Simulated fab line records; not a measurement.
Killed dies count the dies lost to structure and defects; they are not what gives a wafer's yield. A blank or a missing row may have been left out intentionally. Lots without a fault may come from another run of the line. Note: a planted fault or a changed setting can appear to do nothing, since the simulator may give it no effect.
Chamber matching -- flow nandHarc -- 4 sister chambers for NHARC_P_M2_CMP_23 on cmp-04
The step polishes, t overpolish 20 s, target thk 144.3 nm. 8 wafers are shown with their chamber, then 7 later ones without.

== WAFERS PAIRED WITH THEIR CHAMBERS ==
wafer,chamber,motorCurrentA (A),timeToEndpointS (s)
L472.5,1,16.1,28
L473.1,1,15.2,29
L473.3,3,11.7,22
L479.1,0,10.6,25
L479.2,2,13.4,33
L479.4,3,13.0,25
L482.3,2,12.6,28
L482.5,0,9.8,21

== WAFERS WITH NO CHAMBER GIVEN ==
wafer,motorCurrentA (A),timeToEndpointS (s)
L482.6,16.2,23
L483.1,10.0,21
L483.2,12.5,30
L483.3,12.6,25
L491.3,13.1,36
L491.4,12.0,27
L491.6,16.5,29

== THE CHAMBER EACH PASSED THROUGH ==
wafer,from the rows above,in truth
L482.6,1,1
L483.1,0,0
L483.2,can't be placed: 2 or 3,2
L483.3,can't be placed: 3 or 2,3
L491.3,2,2
L491.4,can't be placed: 3 or 2 or 0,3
L491.6,1,1
4 of 7 placed correctly. From these rows, 3 cannot be placed; in 3 the true chamber is one of the candidates. Wrongly placed: 0.
How it was worked out, from the rows above alone: a wafer's distance from a chamber is the root of the sum, over the readings, of the square of ((its reading less the chamber's mean) divided by the reading's scatter). If the next closest chamber is less than 2 further off than the closest, the wafer can't be placed; otherwise it belongs to the closest. For every chamber, the mean is computed from those of its wafers that are shown. The scatter: the root of (the sum of the squares of (reading less its chamber's mean) over the shown wafers, divided by (wafers less chambers)).
